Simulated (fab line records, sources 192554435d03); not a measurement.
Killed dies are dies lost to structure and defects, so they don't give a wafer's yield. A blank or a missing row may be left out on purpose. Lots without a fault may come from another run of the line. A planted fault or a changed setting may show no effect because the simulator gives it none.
fab line records | flow n5_finfet
record lots=9 wafers=27 last_day=18
route steps=1938 shown BEOL_M4@1111 BEOL_M5@1129 PASSIVATION@1936
lots that met no fault: from a run of the same line without faults
start_h: hours from the record's first day to the start of the lot's first wafer shown | wait_h: hours since the lot's step before | " the same as in the row above | L1.1+2: a row that stands for several wafers | - no value, or no start given | * or withheld: withheld | < > ~ a bound
route shown NAME@n: a module of which the file shows steps, and the number in the route of the first | usual: mean/standard deviation of fault-free wafers | same: alike in all rows | chamber/n: place in a boat | sites: the reading at each site | _std_site: their standard deviation | _edge_site: outer sites' mean less inner sites' | radius_mm: how far each site lies from the wafer's centre | mask NAME#n: copy n | behind: the tool/chamber that last shaped the wafer | hold: why the lot was held/for how many hours/how that ended | device: the transistor (n, p or np) that didn't switch | end of line: the same wafers' tests at the end of the route | a step without rows: its recipe alone | killed: dies lost to structure and defects at the first sort, not the wafer's yield | map: a wafer's dies, x killed, . not, _ none there
set.NAME: the setting as run; set.NAME@STEP: as run at that earlier step | model.NAME: the simulator's own value behind a step, which no gauge read
steps of the route over a sample of lots; a table a step, a row a wafer
services: from which hour (start_h, from the record's first day; less than 0 if before it) a tool's chamber was out of use, for how many hours, and why
## steps
# step N5_BEOL_M4_RC_MEAS_101
# usual DIBL_N=36.3/2 DIBL_P=36.3/2.4 IOFF_N=0.16/0.034 IOFF_P=0.21/0.035 ION_N=672/12 ION_P=459/6.5 SS_N=71.6/0.67 SS_P=73.3/0.71 VT_N=250/3.5 VT_P=-251/3
# columns lot.wafer tool chamber start_h wait_h DIBL_N[mV/V] DIBL_P[mV/V] IOFF_N[nA/um] IOFF_P[nA/um] ION_N[uA/um] ION_P[uA/um] SS_N[mV/dec] SS_P[mV/dec] VT_N[mV] VT_P[mV]
L464.1 prober-02 0 168.43 0.0 35.2 33.4 0.12 0.18 658 453 71.4 72.0 252 -254
L464.4 " 0 " " 37.8 36.8 0.17 0.23 676 464 71.9 73.4 248 -248
L464.6 " 0 " " 35.8 34.4 0.14 0.19 672 459 71.5 72.6 252 -250
L467.3 prober-02 0 184.97 0.3 35.0 34.4 0.14 0.18 666 453 71.1 73.2 249 -254
L467.4 " 0 " " 33.2 31.5 0.10 0.13 647 440 70.8 72.8 256 -256
L467.6 " 0 " " 33.3 32.3 0.11 0.15 650 452 70.9 72.7 256 -253
L468.2 prober-02 0 191.15 0.2 36.8 38.7 0.17 0.20 675 453 71.6 73.8 250 -254
L468.4 " 0 " " 35.0 37.0 0.15 0.18 675 458 70.9 73.1 253 -255
L468.6 " 0 " " 36.5 38.6 0.16 0.21 675 453 71.7 73.9 253 -252
L469.1 prober-02 0 197.18 0.0 35.9 34.6 0.14 0.17 657 444 71.6 73.7 255 -256
L469.2 " 0 " " 39.3 38.7 0.22 0.23 689 463 73.1 74.5 247 -251
L469.4 " 0 " " 35.9 34.3 0.15 0.16 672 452 72.0 73.3 251 -256
L484.1 prober-02 0 296.20 0.0 36.1 35.6 0.18 0.19 695 465 71.7 73.0 246 -253
L484.4 " 0 " " 35.3 35.6 0.17 0.19 681 459 71.2 72.9 247 -252
L484.6 " 0 " " 33.6 32.8 0.13 0.15 672 451 71.2 72.8 252 -256
L480.1 prober-02 0 302.96 0.0 36.1 37.3 0.15 0.22 661 462 71.3 73.1 249 -248
L480.3 " 0 " " 36.9 37.7 0.16 0.22 669 469 70.7 72.8 249 -245
L480.5 " 0 " " 36.7 38.0 0.16 0.22 684 474 72.0 73.5 249 -248
L483.2 prober-02 0 308.36 0.2 36.9 37.5 0.17 0.21 678 459 71.0 73.6 248 -251
L483.5 " 0 " " 34.1 33.3 0.12 0.14 659 448 70.7 72.5 255 -256
L483.6 " 0 " " 39.1 39.4 0.21 0.23 682 458 72.3 73.4 246 -251
L485.1 prober-01 0 317.86 0.0 37.9 38.8 0.20 0.25 699 473 72.3 74.4 245 -248
L485.3 " 0 " " 37.1 37.0 0.18 0.22 679 463 71.9 73.8 246 -249
L485.4 " 0 " " 40.2 40.1 0.24 0.28 693 469 72.8 74.6 243 -250
L482.3 prober-02 0 319.02 0.3 37.0 38.8 0.20 0.25 682 462 71.8 74.3 247 -248
L482.5 " 0 " " 34.8 34.8 0.15 0.19 666 454 71.2 74.1 249 -252
L482.6 " 0 " " 38.7 38.5 0.24 0.24 676 458 72.4 74.0 244 -249
# step N5_BEOL_M5_DESCUM_16
# recipe chemistry=O2 time_s=7 source_power_w=50 bias_power_w=20 pressure_mtorr=20 rf_frequency_hz=2.712e+07 temp_c=40 resist=CAR-EUV o2_flow_sccm=225
# usual bias_power_w=20.00/0.06 drypump_motor_current_A=5.9/0.7 oes_product_au=0.76/0.056 rf_vpp_V=242.9/1.2 showerhead_plenum_p_Torr=2.07/0.055 throttle_valve_pct=20.30/0.2
# columns lot.wafer tool chamber start_h wait_h bias_power_w drypump_motor_current_A oes_product_au rf_hours_counter_h rf_vpp_V showerhead_plenum_p_Torr throttle_valve_pct
L464.1 rie_diel-01 0 171.60 0.0 20.03 5.6 0.81 120 242.6 2.11 20.52
L464.4 " 1 " " 19.99 4.9 0.71 194 241.0 1.98 20.39
L464.6 " 3 " " 20.01 6.4 0.89 - 242.4 2.05 20.33
L467.3 rie_diel-04 1 188.88 0.0 19.96 4.7 0.75 162 245.1 2.18 20.30
L467.4 " 0 " " 19.95 5.4 0.72 192 245.2 2.17 20.37
L467.6 " 0 " " 20.00 5.4 0.72 - 245.1 2.17 20.35
L468.2 rie_diel-01 2 195.76 0.0 19.93 5.2 0.71 165 244.1 2.07 20.01
L468.4 " 3 " " 20.03 6.4 0.86 - 243.1 2.05 20.35
L468.6 " 2 " " 19.82 5.2 0.73 - 243.6 2.07 20.03
L469.1 rie_diel-03 0 204.51 0.0 20.01 6.4 0.81 95 243.1 2.10 20.21
L469.2 " 2 " " 19.88 6.7 0.75 180 241.1 2.01 20.58
L469.4 " 3 " " 20.10 6.4 0.71 209 243.2 2.04 20.27
L484.1 rie_diel-03 3 299.59 0.3 20.01 6.5 0.69 233 242.3 2.04 20.30
L484.4 " 2 " " 19.96 6.6 0.73 - 242.0 2.00 20.62
L484.6 " 0 " " 19.96 6.4 0.77 - 244.0 2.09 20.24
L480.1 rie_diel-03 0 305.37 0.0 20.01 6.4 0.78 124 243.5 2.09 20.26
L480.3 " 2 " " 20.01 6.6 0.74 209 241.0 2.00 20.64
L480.5 " 3 " " 19.93 6.5 0.70 - 243.0 2.04 20.32
L483.2 rie_diel-03 1 313.31 0.0 19.93 5.4 0.79 77 243.6 2.12 19.97
L483.5 " 0 " " 20.15 6.4 0.76 - 242.7 2.09 20.26
L483.6 " 1 " " 19.99 5.4 0.80 - 244.3 2.12 19.94
L485.1 rie_diel-03 0 320.42 0.0 19.99 6.4 0.77 128 243.2 2.09 20.26
L485.3 " 2 " " 20.06 6.6 0.72 212 241.2 2.00 20.65
L485.4 " 3 " " 19.93 6.4 0.70 239 243.4 2.03 20.32
L482.3 rie_diel-04 1 321.02 0.0 20.07 4.7 0.71 197 243.0 2.17 20.35
L482.5 " 1 " " 19.98 4.7 0.71 - 242.9 2.17 20.35
L482.6 " 2 " " 20.10 6.5 0.84 - 242.2 2.06 20.29
# step N5_BEOL_M5_VIA_ETCH_34
# recipe chemistry=C4F6/O2 target=SiCOH_lowk target_depth_a=883 mask_material=SOC taper_deg=4 time_s=39.2 ion_energy_ev=250 pressure_mtorr=30 source_w=345 bias_w=185 Ar_flow_sccm=300 C4F6_flow_sccm=10 O2_flow_sccm=10
# usual C4F6_flow_sccm=10.000/0.03 O2_flow_sccm=9.999/0.027 drypump_motor_current_A=5.8/0.71 oes_ar_750_au=0.75/0.056 oes_product_au=0.75/0.06 rf_vpp_V=668/15 showerhead_plenum_p_Torr=2.81/0.073 throttle_valve_pct=20.78/0.17
# columns lot.wafer tool chamber start_h wait_h C4F6_flow_sccm O2_flow_sccm drypump_motor_current_A oes_ar_750_au oes_product_au rf_hours_counter_h rf_vpp_V showerhead_plenum_p_Torr throttle_valve_pct
L464.1 rie_diel-01 2 174.26 0.0 9.977 10.034 5.2 0.73 0.71 158 675 2.86 20.62
L464.4 " 1 " " 9.971 10.013 4.9 0.70 0.70 195 674 2.72 20.90
L464.6 " 1 " " 9.999 9.955 4.9 0.70 0.70 - 675 2.72 20.90
L467.3 rie_diel-01 0 190.40 0.0 10.011 10.046 5.6 0.80 0.80 126 664 2.88 21.02
L467.4 " 1 " " 9.928 9.996 4.9 0.70 0.71 200 673 2.71 20.92
L467.6 " 0 " " 10.008 10.039 5.6 0.80 0.80 - 666 2.88 21.03
L468.2 rie_diel-01 2 196.80 0.0 - - - - - - - - -
L468.4 " 2 " " - - - - - - - - -
L468.6 " 3 " " - - - - - - - - -
L469.1 rie_diel-01 2 207.41 0.0 - - - - - - - - -
L469.2 " 2 " " - - - - - - - - -
L469.4 " 2 " " - - - - - - - - -
L484.1 rie_diel-01 0 302.11 0.0 9.993 10.007 5.6 0.78 0.77 153 664 2.86 21.06
L484.4 " 1 " " 9.941 9.975 4.9 0.68 0.68 230 675 2.70 20.95
L484.6 " 2 " " 9.983 10.031 5.2 0.70 0.68 - 674 2.84 20.68
L480.1 rie_diel-01 1 307.53 0.0 9.970 9.985 4.9 0.68 0.67 232 674 2.70 20.95
L480.3 " 2 " " 9.992 9.957 5.2 0.70 0.67 198 672 2.84 20.67
L480.5 " 0 " " 10.008 10.004 5.6 0.77 0.77 - 663 2.86 21.08
L483.2 rie_diel-01 3 316.18 0.0 9.933 9.994 6.5 0.83 0.82 74 649 2.78 20.87
L483.5 " 1 " " 9.984 9.978 4.9 0.68 0.67 - 675 2.70 20.95
L483.6 " 0 " " 10.026 9.976 5.6 0.77 0.77 - 664 2.86 21.08
L482.3 rie_diel-03 1 322.69 0.0 9.973 9.975 5.3 0.80 0.79 80 652 2.88 20.42
L482.5 " 3 " " 10.027 9.969 6.4 0.70 0.69 - 644 2.78 20.82
L482.6 " 0 " " 9.994 10.009 6.4 0.75 0.75 - 663 2.83 20.58
L485.1 rie_diel-01 0 322.96 0.0 10.040 9.961 5.6 0.77 0.77 159 664 2.86 21.06
L485.3 " 3 " " 10.011 9.985 6.4 0.82 0.81 76 649 2.78 20.87
L485.4 " 1 " " 10.001 9.970 4.9 0.68 0.67 236 672 2.70 20.96
# step N5_BEOL_M5_TRENCH_ETCH_37
# recipe chemistry=C4F6/O2 target_depth_a=716.52 target=SiCOH_lowk time_s=24.7 ion_energy_ev=250 pressure_mtorr=30 source_w=345 bias_w=185 Ar_flow_sccm=300 C4F6_flow_sccm=10 O2_flow_sccm=10
# usual C4F6_flow_sccm=10.000/0.029 O2_flow_sccm=10.00/0.032 drypump_motor_current_A=5.8/0.71 oes_ar_750_au=0.75/0.056 oes_product_au=0.75/0.059 rf_vpp_V=668/15 showerhead_plenum_p_Torr=2.81/0.073 throttle_valve_pct=20.82/0.17
# columns lot.wafer tool chamber start_h wait_h C4F6_flow_sccm O2_flow_sccm drypump_motor_current_A oes_ar_750_au oes_product_au rf_hours_counter_h rf_vpp_V showerhead_plenum_p_Torr throttle_valve_pct
L464.1 rie_diel-01 2 - - 9.976 9.99 5.2 0.72 0.71 158 674 2.86 20.66
L464.4 " 1 " " 10.010 10.03 4.9 0.71 0.70 195 675 2.72 20.94
L464.6 " 1 " " 10.032 10.04 4.9 0.70 0.70 - 673 2.72 20.94
L467.3 rie_diel-01 0 - - 10.042 9.99 5.6 0.80 0.80 126 665 2.88 21.06
L467.4 " 1 " " 10.033 9.94 4.9 0.70 0.70 200 672 2.71 20.95
L467.6 " 0 " " 10.034 9.98 5.6 0.80 0.81 - 665 2.88 21.05
L468.2 rie_diel-01 2 - - 10.013 9.97 5.2 0.73 0.72 165 675 2.85 20.66
L468.4 " 2 " " 10.020 10.03 5.2 0.73 0.71 - 675 2.85 20.67
L468.6 " 3 " " 10.005 10.03 6.4 0.86 0.86 - 649 2.79 20.88
L469.1 rie_diel-01 2 - - 9.988 10.02 5.2 0.72 0.70 170 674 2.85 20.68
L469.2 " 2 " " 9.986 10.00 5.2 0.72 0.72 - 674 2.85 20.68
L469.4 " 2 " " 9.984 9.97 5.2 0.71 0.71 - 673 2.85 20.69
L484.1 rie_diel-01 0 - - 9.982 10.06 5.6 0.78 0.77 153 664 2.87 21.09
L484.4 " 1 " " 10.005 10.05 4.9 0.68 0.68 230 674 2.70 20.99
L484.6 " 2 " " 10.002 9.97 5.2 0.69 0.69 - 673 2.84 20.75
L480.1 rie_diel-01 1 - - 9.966 10.00 4.9 0.68 0.68 232 674 2.70 20.99
L480.3 " 2 " " 10.046 10.01 5.2 0.70 0.69 198 674 2.84 20.71
L480.5 " 0 " " 9.979 10.08 5.6 0.78 0.77 - 665 2.86 21.10
L483.2 rie_diel-01 3 - - 10.057 9.94 6.4 0.83 0.81 74 650 2.78 20.91
L483.5 " 1 " " 10.050 9.97 4.9 0.68 0.67 - 673 2.70 21.00
L483.6 " 0 " " 10.022 10.00 5.6 0.77 0.77 - 664 2.86 21.10
L482.3 rie_diel-03 1 - - 10.007 10.00 5.3 0.80 0.79 80 654 2.88 20.47
L482.5 " 3 " " 10.009 10.04 6.4 0.70 0.69 - 645 2.78 20.86
L482.6 " 0 " " 9.952 9.99 6.4 0.75 0.75 - 662 2.83 20.62
L485.1 rie_diel-01 0 - - 10.008 10.00 5.6 0.77 0.76 159 664 2.86 21.09
L485.3 " 3 " " 9.996 10.03 6.4 0.82 0.82 76 651 2.78 20.91
L485.4 " 1 " " 9.943 10.01 4.9 0.67 0.67 236 675 2.70 21.00
# step N5_PASSIVATION_PROBE_49
# usual defect_limited_yield=91.4/1.5 killed_at_M0_to_M3=33/11 killed_at_M4_up=14/5.3 killed_at_contacts=13/6.2 killed_at_front_end=39/13 killed_at_other=3.1/2.8 killed_dies=102/17 killed_on_rim=13/3.8 killed_open=68/13 killed_short=32/7.8 sort_bin_5_function=5.1/0.95 sort_bin_6_memory=3.2/0.7 sort_bin_8_speed=0.02/0.16 sort_n_pass=1078/18 sort_yield_pct=91.3/1.5
# same gross_dies=1180 killed_at_back_side=0 sort_bin_4_leakage[%]=0
# columns lot.wafer tool chamber start_h wait_h defect_limited_yield[%] killed_at_M0_to_M3 killed_at_M4_up killed_at_contacts killed_at_front_end killed_at_other killed_dies killed_on_rim killed_open killed_short sort_bin_5_function[%] sort_bin_6_memory[%] sort_bin_8_speed[%] sort_n_pass sort_yield_pct[%]
L468.2 prober-01 - 300.93 0.1 0 28 1098 14 37 3 1180 152 61 34 96.0 3.6 0 0 0
L468.4 prober-01 - 301.03 0.2 0 32 1100 6 40 2 1180 152 53 37 97.0 2.5 0 0 0
L468.6 prober-01 - 301.13 0.3 0 35 1077 15 46 7 1180 152 76 34 96.3 3.5 0 0 0
L469.1 prober-01 - 309.99 0.0 0 32 1089 15 43 1 1180 152 81 20 96.4 3.6 0 0 0
L469.2 prober-01 - 310.04 0.1 0 32 1093 18 37 0 1180 152 72 27 97.1 2.7 0 0 0
L469.4 prober-01 - 310.14 0.2 0 42 1093 9 35 1 1180 152 69 38 96.2 3.2 0 0 0
# killed by level:class
L468.2 BEOL_M5:area_etch=1085 DUMMY_GATE:geometric_particle:open=9 MOL_CONTACT_COAG:geometric_particle:open=9 BEOL_M0_SAQP:geometric_particle:short=9 BEOL_M0_SAQP:geometric_particle:open=8 FIN_SAQP:geometric_particle:open=5 FIN_SAQP:geometric_particle:short=5 STI_FIN_REVEAL:geometric_particle:open=5
L468.4 BEOL_M5:area_etch=1090 BEOL_M2:geometric_particle:open=12 FIN_SAQP:geometric_particle:short=10 FIN_SAQP:geometric_particle:open=9 BEOL_M0_SAQP:geometric_particle:short=7 BEOL_M0_SAQP:geometric_particle:open=7 STI_FIN_REVEAL:geometric_particle:open=6 BEOL_M5:geometric_particle:open=4
L468.6 BEOL_M5:area_etch=1070 STI_FIN_REVEAL:geometric_particle:open=13 MOL_CONTACT_COAG:geometric_particle:open=12 BEOL_M0_SAQP:geometric_particle:open=9 BEOL_M0_SAQP:geometric_particle:short=8 STI_FIN_REVEAL:geometric_particle:short=7 BEOL_M2:geometric_particle:open=5 FIN_SAQP:geometric_particle:open=4
L469.1 BEOL_M5:area_etch=1079 MOL_CONTACT_COAG:geometric_particle:open=13 BEOL_M3:geometric_particle:open=12 FIN_SAQP:geometric_particle:open=10 STI_FIN_REVEAL:geometric_particle:open=8 BEOL_M0_SAQP:geometric_particle:open=8 BEOL_M1:geometric_particle:open=7 STARTING-WAFER:geometric_particle:open=6
L469.2 BEOL_M5:area_etch=1081 MOL_CONTACT_COAG:geometric_particle:open=16 STI_FIN_REVEAL:geometric_particle:open=10 FIN_SAQP:geometric_particle:short=9 FIN_SAQP:geometric_particle:open=8 BEOL_M3:geometric_particle:open=7 BEOL_M0:geometric_particle:open=6 BEOL_M2:geometric_particle:open=6
L469.4 BEOL_M5:area_etch=1073 BEOL_M0_SAQP:geometric_particle:short=12 MOL_CONTACT_COAG:geometric_particle:open=8 BEOL_M2:geometric_particle:open=7 BEOL_M4:geometric_particle:open=7 BEOL_M3:geometric_particle:open=6 BEOL_M0_SAQP:geometric_particle:open=6 FIN_SAQP:geometric_particle:short=5
## services
# columns tool chamber start_h hours kind
rie_diel-04 3 157.82 7.7 repair
rie_diel-01 3 159.74 5.1 repair
rie_diel-04 0 164.51 10.8 repair
rie_diel-01 0 192.03 15.2 repair
rie_diel-01 3 199.51 13.7 repair
rie_diel-01 1 203.97 4.9 repair
rie_diel-01 3 233.71 4.6 repair
rie_diel-03 - 247.81 0.9 repair
rie_diel-03 1 292.57 11.4 repair
rie_diel-04 - 307.34 1.1 repair
## key
first_sign step=N5_BEOL_M5_VIA_ETCH_34 reading=tool_record direction=missing
effect step=N5_PASSIVATION_PROBE_49 reading=killed_at_M4_up direction=up sigmas=99+ usual=14 struck=1092
more_kills_born_at N5_BEOL_M5_VIA_ETCH_34@rie_diel-01=6478
met_at N5_BEOL_M5_VIA_ETCH_34
struck_lots L468,L469
later_rows_left_out L468.2,L468.4,L468.6,L469.1,L469.2,L469.4
not_acting_at N5_BEOL_M5_DESCUM_16,N5_BEOL_M5_TRENCH_ETCH_37
onset_between 190.40 196.80
fault kind=skipped_step_whole tool=rie_diel-01 chamber=- onset_h=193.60 steps=N5_BEOL_M5_VIA_ETCH_34 scope=struck_lots_only
# later_rows_left_out: the simulator's readings of these wafers behind a module that went badly wrong aren't trusted and aren't shown, but for the sort
